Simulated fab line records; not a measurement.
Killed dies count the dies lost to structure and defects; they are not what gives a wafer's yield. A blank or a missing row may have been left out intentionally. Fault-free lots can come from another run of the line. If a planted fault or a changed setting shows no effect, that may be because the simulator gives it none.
fab line records	flow nandHarc
record: lots: 12	wafers: 36	lastDay: 33
route steps=1302 shown A_STAIRCASE@876 A_SGD_CUT@905 END@1302
lots that met no fault: taken from a fault-free run of the same line
startH: hours from the record's first day to the start of the lot's first wafer shown	waitH: hours from the lot's prior step to this one	" same as the row above	L1.1+2: one row covering several wafers at once	- no value, or no start was given	* or withheld: withheld	< > ~ a bound
route shown NAME@n: NAME is a module with steps in the file, n the number in the route of the first one	usual: mean/standard deviation of fault-free wafers	same: alike in all rows	chamber/n: place in a boat	sites: each site's reading	_std_site: standard deviation across them	_edge_site: outer sites' mean less inner sites'	radiusMm: for every site, how far away it sits from the centre of the wafer	mask NAME#n: copy n	behind: the tool/chamber that last shaped the wafer	hold: the reason the lot was held/the length of the hold in hours/how it ended	device: which transistor (n, p or np) failed to switch	end of line: tests run on the same wafers once the route is complete	a step without rows: its recipe alone	killed: the dies lost at the first sort to structure and to defects; this is not the yield of the wafer	map: dies across one wafer; x = killed, . = not, _ = none there
set.NAME: setting as actually run; set.NAME@STEP: the setting as run at that earlier step	model.NAME: the simulator's own value behind a step, which no gauge read
steps of the route over a sample of lots; a table a step, a row a wafer
services: when a tool's chamber went out of use (startH, in hours from the record's first day, below 0 if earlier), for how many hours, and the reason
== steps ==
step: NHARC_A_STAIRCASE_CMP_450
recipe: targetThkNm: 200	material: SiO2
usual: motorCurrentA: 11.9/1.5	slurryFilterDpKPa: 13.49/0.14
lot.wafer	tool	chamber	startH	waitH	motorCurrentA	slurryFilterDpKPa
L308.1	cmp-01	0	454.31	-	9.8	13.30
L308.2	"	3	"	"	11.2	13.64
L308.6	"	1	"	"	15.7	13.65
L309.2	cmp-03	0	454.77	-	10.1	13.40
L309.4	"	2	"	"	11.7	13.59
L309.6	"	0	"	"	10.4	13.47
L311.2	cmp-04	0	465.79	-	12.2	13.31
L311.4	"	1	"	"	11.7	13.26
L311.3	"	3	"	"	12.6	13.45
L317.1	cmp-04	2	552.98	-	10.1	13.79
L317.3	"	3	"	"	12.2	13.53
L317.5	"	2	"	"	9.9	13.67
L320.1	cmp-04	1	577.14	-	12.0	13.20
L320.3	"	2	"	"	10.1	13.38
L320.5	"	0	"	"	12.2	13.77
L321.4	cmp-03	2	577.26	-	11.8	13.45
L321.2	"	0	"	"	10.5	13.76
L321.6	"	2	"	"	12.0	13.69
L322.3	cmp-04	3	586.93	-	12.8	13.38
L322.2	"	0	"	"	12.3	13.76
L322.6	"	3	"	"	13.2	13.53
L327.4	cmp-01	0	629.47	-	9.9	13.32
L327.1	"	1	"	"	15.2	13.50
L327.5	"	0	"	"	9.6	13.67
L326.2	cmp-04	0	629.59	-	12.5	13.40
L326.3	"	1	"	"	11.8	13.38
L326.6	"	3	"	"	12.3	13.18
L325.4	cmp-03	3	629.87	-	11.6	13.29
L325.5	"	3	"	"	11.0	13.52
L325.6	"	0	"	"	10.9	13.57
L329.3	cmp-01	1	648.69	-	15.6	13.64
L329.1	"	0	"	"	10.5	13.69
L329.6	"	1	"	"	14.7	13.48
L330.2	cmp-04	3	664.01	-	12.5	13.63
L330.4	"	0	"	"	11.9	13.46
L330.5	"	2	"	"	10.4	13.61
step: NHARC_A_STAIRCASE_INSPECT_155
usual: rawDefectCount: 406/110
lot.wafer	tool	chamber	startH	waitH	rawDefectCount
L308.1	defectInspect-02	-	456.09	0.1	251
L308.2	"	-	"	"	295
L308.6	"	-	"	"	324
L309.2	defectInspect-01	-	456.56	0.1	401
L309.4	"	-	"	"	451
L309.6	"	-	"	"	447
L311.2	defectInspect-01	-	467.62	0.1	429
L311.3	"	-	"	"	428
L311.4	"	-	"	"	564
L317.1	defectInspect-02	-	554.77	0.1	399
L317.3	"	-	"	"	301
L317.5	"	-	"	"	391
L320.1	defectInspect-01	-	578.91	0.1	240
L320.3	"	-	"	"	196
L320.5	"	-	"	"	356
L321.2	defectInspect-02	-	579.08	0.1	540
L321.4	"	-	"	"	356
L321.6	"	-	"	"	264
L322.2	defectInspect-02	-	588.72	0.1	456
L322.3	"	-	"	"	528
L322.6	"	-	"	"	510
L327.1	defectInspect-01	-	631.35	0.1	507
L327.4	"	-	"	"	561
L327.5	"	-	"	"	428
L326.2	defectInspect-02	-	631.46	0.1	543
L326.3	"	-	"	"	638
L326.6	"	-	"	"	355
L325.4	defectInspect-02	-	631.68	0.1	466
L325.5	"	-	"	"	288
L325.6	"	-	"	"	378
L329.1	defectInspect-02	-	650.52	0.1	300
L329.3	"	-	"	"	326
L329.6	"	-	"	"	515
L330.2	defectInspect-01	-	665.78	0.1	459
L330.4	"	-	"	"	442
L330.5	"	-	"	"	354
step: NHARC_A_SGD_CUT_ETCH_58
recipe: targetDepthA: 390	overEtchFrac: 0.3	timeS: 65	ionEnergyEv: 80	cf4FlowSccm: 150	arFlowSccm: 0	rfW: 300	biasW: 100	chemistry: CF4
usual: cf4FlowSccm: 150.1/0.48	drypumpMotorCurrentA: 5.7/0.49	oesProductAu: 1.000/0.012	rfVppV: 150.9/1	showerheadPlenumPTorr: 1.74/0.069	throttleValvePct: 13.285/0.0098
lot.wafer	tool	chamber	startH	waitH	cf4FlowSccm	drypumpMotorCurrentA	oesProductAu	rfHoursCounterH	rfVppV	showerheadPlenumPTorr	throttleValvePct
L308.1	rieDiel-05	1	457.03	0.1	150.0	6.0	1.017	3	150.6	1.70	13.263
L308.2	"	0	"	"	150.2	5.0	1.003	3	149.7	1.67	13.278
L308.6	"	1	"	"	150.2	6.0	1.007	-	151.1	1.70	13.282
L309.2	rieDiel-09	2	457.50	0.1	150.3	5.1	0.989	14	150.7	1.76	13.283
L309.4	"	1	"	"	149.8	5.1	0.989	13	150.8	1.76	13.292
L309.6	"	3	"	"	150.1	5.7	1.015	-	149.2	1.67	13.300
L311.2	rieDiel-05	3	468.80	0.1	149.9	6.1	0.997	3	151.1	1.85	13.288
L311.3	"	0	"	"	149.5	5.0	1.017	4	150.7	1.67	13.289
L311.4	"	1	"	"	150.7	5.9	1.028	4	151.6	1.70	13.268
L317.1	rieDiel-09	0	555.70	0.1	151.0	6.0	0.842	5	149.3	1.67	13.282
L317.3	"	1	"	"	150.5	5.1	0.841	5	151.1	1.76	13.269
L317.5	"	0	"	"	150.5	6.0	0.844	-	151.2	1.67	13.286
L320.3	rieDiel-09	1	579.97	0.1	149.6	5.1	0.849	7	150.8	1.76	13.290
L320.1	"	0	"	"	149.8	6.0	0.853	7	149.7	1.66	13.264
L320.5	"	1	"	"	149.5	5.1	0.850	-	150.3	1.76	13.295
L321.2	rieDiel-05	0	580.14	0.1	150.3	5.0	1.010	11	150.6	1.67	13.283
L321.4	"	2	"	"	149.1	5.3	1.013	12	150.1	1.67	13.286
L321.6	"	0	"	"	150.3	5.0	1.016	-	150.7	1.67	13.291
L322.2	rieDiel-06	3	589.66	0.1	150.0	5.8	1.000	4	151.2	1.83	13.278
L322.3	"	0	"	"	149.8	5.7	1.014	4	151.4	1.77	13.281
L322.6	"	3	"	"	149.9	5.8	0.998	-	151.1	1.83	13.301
L327.4	rieDiel-09	2	632.41	0.1	150.0	5.1	1.006	11	151.5	1.75	13.288
L327.1	"	0	"	"	150.0	6.0	0.997	12	149.9	1.66	13.291
L327.5	"	3	"	"	149.9	5.7	1.006	-	150.9	1.67	13.286
L326.3	rieDiel-05	2	632.57	0.1	150.7	5.2	1.002	2	149.5	1.67	13.273
L326.2	"	1	"	"	149.1	5.9	1.003	2	150.8	1.69	13.282
L326.6	"	2	"	"	150.5	5.2	0.994	-	151.8	1.67	13.290
L325.4	rieDiel-06	0	632.76	0.1	150.2	5.7	0.997	7	150.1	1.77	13.289
L325.6	"	1	"	"	150.4	5.5	1.003	-	152.9	1.86	13.290
L325.5	"	2	"	"	150.8	6.7	0.984	-	150.9	1.72	13.288
L329.3	rieDiel-06	2	651.59	0.1	150.6	6.7	0.984	7	150.5	1.72	13.290
L329.1	"	3	"	"	150.3	5.8	0.998	7	152.5	1.83	13.285
L329.6	"	0	"	"	149.7	5.7	1.002	-	151.3	1.77	13.301
L330.4	rieDiel-09	3	666.73	0.1	150.4	5.7	1.014	14	149.4	1.67	13.283
L330.2	"	0	"	"	150.6	6.0	1.005	14	150.4	1.66	13.276
L330.5	"	0	"	"	150.2	6.0	1.004	-	149.9	1.66	13.291
step: NHARC_A_SGD_CUT_ETCH_59
recipe: targetDepthA: 2600	overEtchFrac: 0.25	timeS: 406.25	ionEnergyEv: 200	n2FlowSccm: 150	h2FlowSccm: 150	arFlowSccm: 0	rfW: 400	biasW: 150	chemistry: N2/H2
usual: drypumpMotorCurrentA: 5.7/0.46	oesProductAu: 0.999/0.013	rfVppV: 429.7/2.6	showerheadPlenumPTorr: 2.01/0.091	throttleValvePct: 14.172/0.0097
lot.wafer	tool	chamber	startH	waitH	drypumpMotorCurrentA	oesProductAu	rfHoursCounterH	rfVppV	showerheadPlenumPTorr	throttleValvePct
L308.1	rieDiel-05	3	-	-	6.0	1.001	3	433.9	2.14	14.166
L308.2	"	0	"	"	5.0	0.999	3	426.6	1.92	14.167
L308.6	"	3	"	"	6.0	1.006	-	431.8	2.15	14.175
L309.4	rieDiel-09	0	-	-	6.0	1.019	13	427.7	1.91	14.169
L309.2	"	2	"	"	5.1	1.009	14	431.5	2.02	14.190
L309.6	"	0	"	"	6.0	1.009	-	427.9	1.91	14.172
L311.4	rieDiel-05	1	-	-	5.9	1.023	4	428.6	1.95	14.183
L311.2	"	2	"	"	5.2	1.011	4	426.9	1.92	14.153
L311.3	"	3	"	"	6.0	1.001	4	433.0	2.14	14.173
L317.1	rieDiel-09	3	-	-	5.7	1.001	5	424.0	1.91	14.152
L317.3	"	2	"	"	5.1	1.002	5	429.7	2.02	14.161
L317.5	"	0	"	"	6.0	1.002	-	427.1	1.91	14.175
L320.1	rieDiel-09	1	-	-	5.1	0.990	7	429.0	2.02	14.187
L320.3	"	3	"	"	5.7	1.006	7	427.4	1.91	14.177
L320.5	"	1	"	"	5.1	0.996	-	430.9	2.02	14.166
L321.2	rieDiel-05	1	-	-	6.0	1.012	11	427.9	1.94	14.186
L321.4	"	2	"	"	5.3	1.010	12	427.5	1.92	14.162
L321.6	"	3	"	"	6.0	0.993	-	434.0	2.14	14.176
L322.3	rieDiel-06	1	-	-	5.5	0.991	5	435.8	2.15	14.159
L322.2	"	2	"	"	6.7	0.979	5	427.9	1.98	14.177
L322.6	"	0	"	"	5.7	1.008	-	430.8	2.04	14.167
L327.1	rieDiel-09	1	-	-	5.1	1.002	11	431.1	2.02	14.172
L327.4	"	3	"	"	5.7	1.008	11	427.6	1.91	14.163
L327.5	"	2	"	"	5.1	1.010	-	429.9	2.02	14.161
L326.2	rieDiel-05	3	-	-	6.0	0.998	2	432.6	2.14	14.176
L326.3	"	0	"	"	5.0	1.017	2	427.6	1.91	14.178
L326.6	"	0	"	"	5.0	1.006	-	427.0	1.91	14.160
L325.4	rieDiel-06	0	-	-	5.7	0.990	7	430.7	2.04	14.170
L325.5	"	0	"	"	5.7	0.994	-	429.8	2.04	14.178
L325.6	"	1	"	"	5.5	0.994	-	433.5	2.15	14.185
L329.1	rieDiel-06	1	-	-	5.5	0.993	8	434.0	2.15	14.175
L329.3	"	2	"	"	6.7	0.972	7	429.4	1.98	14.187
L329.6	"	0	"	"	5.7	0.999	-	431.0	2.04	14.174
L330.2	rieDiel-09	1	-	-	5.1	1.002	14	431.0	2.02	14.176
L330.4	"	2	"	"	5.2	1.006	13	429.6	2.02	14.189
L330.5	"	0	"	"	6.0	1.014	-	427.8	1.91	14.177
step: NHARC_END_SORT_01
recipe: tempC: 25
usual: killedAtArray: 55/20	killedAtOther: 1.2/1.3	killedAtPeriphery: 4.0/3	killedDies: 60/21	killedOpen: 3.2/1.9	killedShort: 2.5/1.6
same: grossDies: 677
lot.wafer	tool	chamber	startH	waitH	killedAtArray	killedAtOther	killedAtPeriphery	killedDies	killedOpen	killedShort
L317.1	prober-02	0	684.69	2.5	60	2	5	67	3	5
L317.3	prober-02	0	686.30	3.1	31	2	3	36	3	1
L317.5	prober-02	0	687.91	3.7	28	2	9	39	4	2
L320.1	prober-02	0	701.49	2.5	86	0	3	89	7	2
L320.3	prober-02	0	703.10	3.1	83	0	2	85	3	3
L320.5	prober-02	0	704.71	3.7	83	1	4	88	2	3
killed by level:class
L317.1 A_SGD_CUT:areaEtch=30 A_CHANNEL_HOLE_D2:chamberFilmFlake=7 A_CHANNEL_HOLE_D1:chamberFilmFlake=5 A_CONTACT:chamberFilmFlake=4 A_CHANNEL_FILL_D1:geometricParticle:short=3 A_STAIRCASE:chamberFilmFlake=3 A_SLIT:chamberFilmFlake=3 A_WL_FILL:geometricParticle:short=2
L317.3 A_SGD_CUT:areaEtch=10 A_CHANNEL_HOLE_D1:chamberFilmFlake=4 A_CHANNEL_HOLE_D2:chamberFilmFlake=4 A_CONTACT:chamberFilmFlake=4 A_SLIT:chamberFilmFlake=3 P_STI:chamberFilmFlake=2 A_STAIRCASE:chamberFilmFlake=2 THIN_TSV:chamberFilmFlake=2
L317.5 A_CHANNEL_HOLE_D1:chamberFilmFlake=8 A_SLIT:chamberFilmFlake=6 P_STI:chamberFilmFlake=5 A_SGD_CUT:areaEtch=4 A_CHANNEL_HOLE_D2:chamberFilmFlake=2 THIN_TSV:chamberFilmFlake=2 A_DECK1_JOINT:geometricParticle:open=1 A_CHANNEL_FILL_D2:geometricParticle:open=1
L320.1 A_CHANNEL_HOLE_D1:chamberFilmFlake=33 A_SLIT:chamberFilmFlake=21 A_SGD_CUT:areaEtch=16 A_STAIRCASE:chamberFilmFlake=4 A_CHANNEL_FILL_D2:geometricParticle:open=2 A_M0:geometricParticle:open=2 P_GATE:chamberFilmFlake=2 A_CHANNEL_FILL_D2:chamberFilmFlake=2
L320.3 A_CHANNEL_HOLE_D1:chamberFilmFlake=40 A_SLIT:chamberFilmFlake=22 A_SGD_CUT:areaEtch=10 A_STAIRCASE:chamberFilmFlake=2 A_CHANNEL_FILL_D2:chamberFilmFlake=2 A_ONON_D1:geometricParticle:open=1 A_DECK1_JOINT:geometricParticle:short=1 A_WL_FILL:geometricParticle:short=1
L320.5 A_CHANNEL_HOLE_D1:chamberFilmFlake=34 A_SLIT:chamberFilmFlake=23 A_SGD_CUT:areaEtch=16 A_CHANNEL_FILL_D2:chamberFilmFlake=2 A_STAIRCASE:chamberFilmFlake=2 P_M0:geometricParticle:open=1 A_ONON_D1:geometricParticle:short=1 A_DECK1_JOINT:geometricParticle:short=1
== services ==
tool	chamber	startH	hours	kind
rieDiel-09	3	433.59	10.2	repair
rieDiel-06	1	445.81	23.1	repair
cmp-03	-	456.00	4.0	pm
cmp-03	-	470.61	0.7	repair
cmp-04	-	475.63	4.0	repair
cmp-01	-	479.50	4.0	pm
rieDiel-06	-	484.20	9.0	pm
rieDiel-09	-	497.10	9.0	pm
cmp-04	-	499.14	0.3	repair
cmp-04	-	503.12	4.0	pm
rieDiel-09	1	550.33	3.0	repair
cmp-03	-	554.00	4.0	pm
cmp-04	-	558.53	2.8	repair
rieDiel-06	1	571.26	2.4	repair
rieDiel-05	0	571.64	6.3	repair
cmp-01	-	577.50	4.0	pm
rieDiel-05	-	583.60	9.0	pm
rieDiel-09	0	593.24	2.8	repair
cmp-04	-	601.12	4.0	pm
rieDiel-05	-	602.54	0.4	repair
rieDiel-06	3	615.60	3.8	repair
rieDiel-06	2	636.67	9.8	repair
rieDiel-05	1	638.40	4.0	repair
rieDiel-06	-	661.20	9.0	pm
== key ==
firstSign: step: NHARC_A_SGD_CUT_ETCH_58	reading: oesProductAu	direction: down	sigmas: 13	usual: 1.000	struck: 0.847
effect none on later readings
metAt NHARC_A_SGD_CUT_ETCH_58
struckLots L317,L320
testerLeftOut L317,L320
notActingAt NHARC_A_STAIRCASE_CMP_450,NHARC_A_STAIRCASE_INSPECT_155,NHARC_A_SGD_CUT_ETCH_59
onsetBetween 457.50 555.70
fault: kind: processParameterDrift	tool: rieDiel-09	chamber: -	onsetH: 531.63	steps: NHARC_A_SGD_CUT_ETCH_58	channel: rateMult	offset: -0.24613	shape: step	endH: 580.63
testerLeftOut: of these lots the tester's yield and bins aren't shown, on N5 and GAA mostly nor the transistor test; their killed dies are dies lost to structure and defects alone, not to doping, threshold or leakage, so they don't give the yield
